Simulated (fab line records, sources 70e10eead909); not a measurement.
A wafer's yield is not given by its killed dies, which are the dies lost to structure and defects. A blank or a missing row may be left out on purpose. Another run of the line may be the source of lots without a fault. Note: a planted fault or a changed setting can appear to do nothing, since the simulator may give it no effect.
Matching of chambers | flow nandHarc | NHARC_A_CHANNEL_FILL_D1_STRIP_28 on rieDiel-11 has 4 sister chambers
The step strips in O2, time 20 s. 8 wafers are shown with their chamber, then 11 later ones without.

## WAFERS PAIRED WITH THEIR CHAMBERS
wafer  | chamber | drypumpMotorCurrentA (A) | oesProductAu (a.u.)
L083.2 | 3       | 5.0                      | 0.999
L083.3 | 1       | 5.6                      | 0.992
L087.1 | 2       | 5.5                      | 1.000
L087.3 | 1       | 5.6                      | 0.998
L087.6 | 2       | 5.5                      | 0.993
L088.5 | 0       | 5.3                      | 1.009
L088.6 | 3       | 5.0                      | 0.997
L089.1 | 0       | 5.2                      | 0.999

## WAFERS MISSING THEIR CHAMBER
wafer  | drypumpMotorCurrentA (A) | oesProductAu (a.u.)
L089.2 | 5.5                      | 0.989
L089.6 | 5.0                      | 1.001
L094.3 | 5.5                      | 1.004
L094.4 | 5.0                      | 0.999
L094.5 | 5.6                      | 0.995
L096.3 | 5.3                      | 1.014
L096.5 | 5.2                      | 1.004
L096.6 | 5.6                      | 0.987
L097.2 | 5.3                      | 1.001
L097.5 | 5.2                      | 1.004
L097.6 | 5.0                      | 0.997

## WHICH CHAMBER EACH ONE RAN IN
wafer  | from the rows above     | in truth
L089.2 | can't be placed: 2 or 1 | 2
L089.6 | 3                       | 3
L094.3 | can't be placed: 2 or 1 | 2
L094.4 | 3                       | 3
L094.5 | 1                       | 1
L096.3 | 0                       | 0
L096.5 | 0                       | 0
L096.6 | can't be placed: 1 or 2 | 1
L097.2 | 0                       | 0
L097.5 | 0                       | 0
L097.6 | 3                       | 3
Correctly placed: 8 of 11. Unplaceable from these rows: 3, with the true chamber sitting among the candidates in 3. Wrongly placed: 0.
How it was worked out, from the rows above alone: a wafer's distance from a chamber is the root of the sum, over the readings, of the square of ((its reading less the chamber's mean) divided by the reading's scatter). If the next closest chamber is less than 2 further off than the closest, the wafer can't be placed; otherwise it belongs to the closest. For every chamber, the mean is computed from those of its wafers that are shown. The scatter: the root of (the sum of the squares of (reading less its chamber's mean) over the shown wafers, divided by (wafers less chambers)).
